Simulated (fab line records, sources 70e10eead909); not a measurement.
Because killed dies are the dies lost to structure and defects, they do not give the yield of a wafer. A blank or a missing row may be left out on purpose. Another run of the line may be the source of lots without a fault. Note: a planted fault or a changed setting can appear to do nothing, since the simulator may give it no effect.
Which tool is to blame? + flow nand harc + Sampling: 6 lots, 16 wafers, 4 of 1159 route steps

## WHAT THE GAUGES READ, wafer by wafer
NHARC_END_SORT_01.
| lot  | measured     | on        | killed at array |
|------|--------------|-----------|-----------------|
| L152 | day 20 18:53 | prober-01 | 29 30 18        |
| L157 | day 22 15:11 | prober-02 | 34              |
| L162 | day 24 07:23 | prober-01 | 39 36 35        |

## WHAT TOOL EACH LOT RAN ON (gives the tool, then ch and the chambers of the sampled wafers, and finally the start)
| lot  | NHARC_P_M2_DEP_33              | NHARC_P_BONDPAD_ETCH_37            | NHARC_P_BONDPAD_ETCH_12           |
|------|--------------------------------|------------------------------------|-----------------------------------|
| L149 | pecvd-02 ch 0,1,2, day 6 17:53 | rie diel-03 ch 2,3, day 6 19:48    | rie diel-03 ch 1,2,3, day 6 19:55 |
| L150 | pecvd-04 ch 0,2, day 6 21:55   | rie diel-03 ch 1,2, day 6 23:46    | rie diel-03 ch 1,2, day 6 23:52   |
| L152 | pecvd-03 ch 1,2, day 7 08:16   | rie diel-03 ch 0,1,3, day 7 10:11  | rie diel-03 ch 0,1,2, day 7 10:16 |
| L157 | pecvd-02 ch 1, day 9 01:02     | rie diel-03 ch 3, day 9 02:52      | rie diel-03 ch 0, day 9 02:58     |
| L161 | pecvd-03 ch 1,2, day 9 21:34   | rie diel-01 ch 1,2,3, day 9 23:37  | rie diel-01 ch 0,2, day 9 23:49   |
| L162 | pecvd-04 ch 0,2, day 10 01:15  | rie diel-01 ch 0,1,2, day 10 03:12 | rie diel-01 ch 0,3, day 10 03:17  |
- NHARC_P_M2_DEP_33: deposits SiCN, target thk 30 nm.
- NHARC_P_BONDPAD_ETCH_37: etches the open film in N2/H2, target depth 60 nm, overetch 18 nm, time 65.91 s.
- NHARC_P_BONDPAD_ETCH_12: etches the open film in CHF3/O2, target depth 200 nm, time 100 s.

## THE ANSWER, worked out from the rows above alone
Rule: usual is defined by the lots themselves. Put in order of their means at a reading, lots are off if they are a third of the lots or fewer, leave a main group of 4 or more, and stand apart from it by a gap of 3 or more times the standard deviation of the main group's means; of several such gaps the widest counts. Not used: any main group whose means are identical at the precision the tables above print for the reading. A lot without any number at a reading at which 4 lots or more have one is off too. Any other lot the step has rows for is counted as sound.
Across all readings shown, no lot is off: no conclusion can be drawn from this.

## WHAT THE SIMULATOR HAD PUT IN
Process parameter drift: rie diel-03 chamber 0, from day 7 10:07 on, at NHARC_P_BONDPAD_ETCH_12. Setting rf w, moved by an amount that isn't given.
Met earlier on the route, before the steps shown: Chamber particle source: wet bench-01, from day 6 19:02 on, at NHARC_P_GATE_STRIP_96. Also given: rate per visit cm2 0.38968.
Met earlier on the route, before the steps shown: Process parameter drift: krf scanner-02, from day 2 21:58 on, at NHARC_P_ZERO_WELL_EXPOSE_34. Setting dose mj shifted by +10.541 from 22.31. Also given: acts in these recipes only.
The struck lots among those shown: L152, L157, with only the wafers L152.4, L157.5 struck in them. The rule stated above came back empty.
